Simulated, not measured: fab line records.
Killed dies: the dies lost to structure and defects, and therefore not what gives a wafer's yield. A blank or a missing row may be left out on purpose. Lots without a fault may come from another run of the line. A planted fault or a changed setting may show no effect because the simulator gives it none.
What tool caused it? / flow n5Finfet / Sampling: 10 lots, 30 wafers, 5 of 1938 route steps

## WHAT EACH GAUGE READ, for each wafer
N5_BEOL_M4_RC_MEAS_101.
lot=L466; measured=day 8 00:08; on=prober-02; DIBL_N (mV/V)=36.6 35.5 36.9
lot=L474; measured=day 9 20:26; on=prober-02; DIBL_N (mV/V)=36.0 35.0 36.5
lot=L476; measured=day 10 02:36; on=prober-02; DIBL_N (mV/V)=37.4 37.1 35.2
lot=L481; measured=day 11 20:21; on=prober-01; DIBL_N (mV/V)=35.4 34.9 36.1
lot=L482; measured=day 11 21:12; on=prober-02; DIBL_N (mV/V)=37.7 35.0 35.7
lot=L484; measured=day 11 22:14; on=prober-01; DIBL_N (mV/V)=35.6 35.3 37.2
lot=L483; measured=day 12 02:36; on=prober-01; DIBL_N (mV/V)=36.4 34.9 35.2
lot=L485; measured=day 12 19:30; on=prober-02; DIBL_N (mV/V)=37.2 36.8 36.7
lot=L487; measured=day 13 15:14; on=prober-02; DIBL_N (mV/V)=35.1 36.0 35.1
lot=L489; measured=day 13 18:05; on=prober-01; DIBL_N (mV/V)=37.4 40.3 36.6

## WHAT TOOL EACH LOT RAN ON (gives the tool, then ch and the chambers of the sampled wafers, and finally the start)
lot=L466; N5_BEOL_M4_ANNEAL_49=pvdSputter-03, day 7 21:07; N5_BEOL_M4_SPUTTER_81=pvdSputter-03, day 7 21:29; N5_BEOL_M4_SPUTTER_90=pvdSputter-03, day 7 22:08; N5_BEOL_M4_SPUTTER_94=pvdSputter-03, day 7 22:35
lot=L474; N5_BEOL_M4_ANNEAL_49=pvdSputter-02, day 9 17:13; N5_BEOL_M4_SPUTTER_81=pvdSputter-02, day 9 17:35; N5_BEOL_M4_SPUTTER_90=pvdSputter-02, day 9 18:14; N5_BEOL_M4_SPUTTER_94=pvdSputter-02, day 9 18:41
lot=L476; N5_BEOL_M4_ANNEAL_49=pvdSputter-01, day 9 23:49; N5_BEOL_M4_SPUTTER_81=pvdSputter-01, day 10 00:10; N5_BEOL_M4_SPUTTER_90=pvdSputter-01, day 10 00:50; N5_BEOL_M4_SPUTTER_94=pvdSputter-01, day 10 01:16
lot=L481; N5_BEOL_M4_ANNEAL_49=pvdSputter-01, day 11 16:57; N5_BEOL_M4_SPUTTER_81=pvdSputter-01, day 11 17:19; N5_BEOL_M4_SPUTTER_90=pvdSputter-01, day 11 17:58; N5_BEOL_M4_SPUTTER_94=pvdSputter-01, day 11 18:25
lot=L482; N5_BEOL_M4_ANNEAL_49=pvdSputter-03, day 11 18:16; N5_BEOL_M4_SPUTTER_81=pvdSputter-03, day 11 18:37; N5_BEOL_M4_SPUTTER_90=pvdSputter-03, day 11 19:17; N5_BEOL_M4_SPUTTER_94=pvdSputter-03, day 11 19:43
lot=L484; N5_BEOL_M4_ANNEAL_49=pvdSputter-01, day 11 19:28; N5_BEOL_M4_SPUTTER_81=pvdSputter-01, day 11 19:50; N5_BEOL_M4_SPUTTER_90=pvdSputter-01, day 11 20:29; N5_BEOL_M4_SPUTTER_94=pvdSputter-01, day 11 20:56
lot=L483; N5_BEOL_M4_ANNEAL_49=pvdSputter-03, day 11 23:49; N5_BEOL_M4_SPUTTER_81=pvdSputter-03, day 12 00:11; N5_BEOL_M4_SPUTTER_90=pvdSputter-03, day 12 00:50; N5_BEOL_M4_SPUTTER_94=pvdSputter-03, day 12 01:17
lot=L485; N5_BEOL_M4_ANNEAL_49=pvdSputter-01, day 12 16:25; N5_BEOL_M4_SPUTTER_81=pvdSputter-01, day 12 16:46; N5_BEOL_M4_SPUTTER_90=pvdSputter-01, day 12 17:26; N5_BEOL_M4_SPUTTER_94=pvdSputter-01, day 12 17:52
lot=L487; N5_BEOL_M4_ANNEAL_49=pvdSputter-03, day 13 12:17; N5_BEOL_M4_SPUTTER_81=pvdSputter-03, day 13 12:39; N5_BEOL_M4_SPUTTER_90=pvdSputter-03, day 13 13:19; N5_BEOL_M4_SPUTTER_94=pvdSputter-03, day 13 13:45
lot=L489; N5_BEOL_M4_ANNEAL_49=pvdSputter-03, day 13 15:10; N5_BEOL_M4_SPUTTER_81=pvdSputter-03, day 13 15:31; N5_BEOL_M4_SPUTTER_90=pvdSputter-03, day 13 16:11; N5_BEOL_M4_SPUTTER_94=pvdSputter-03, day 13 16:37
- N5_BEOL_M4_ANNEAL_49: time 240 s.
- N5_BEOL_M4_SPUTTER_81: material Cu, target thk 4.5 nm, time 8.29 s.
- N5_BEOL_M4_SPUTTER_90: material Cu, target thk 4.5 nm, time 8.29 s.
- N5_BEOL_M4_SPUTTER_94: material Cu, target thk 4.5 nm, time 8.29 s.

## THE ANSWER, worked out from the rows above alone
Rule: the lots themselves supply what counts as usual. The widest of any qualifying gaps counts: lots, ordered by their means at a reading, are off when they make up no more than a third of the lots, leave a main group of 4 or more, and stand apart from it by 3 or more times the standard deviation of that group's means. Not used: any main group whose means are identical at the precision the tables above print for the reading. A lot without any number at a reading at which 4 lots or more have one is off too. The other lots that the step has rows for count as sound.
No lot is off at any reading shown: from this, nothing can be told.

## WHAT THE SIMULATOR PUT IN
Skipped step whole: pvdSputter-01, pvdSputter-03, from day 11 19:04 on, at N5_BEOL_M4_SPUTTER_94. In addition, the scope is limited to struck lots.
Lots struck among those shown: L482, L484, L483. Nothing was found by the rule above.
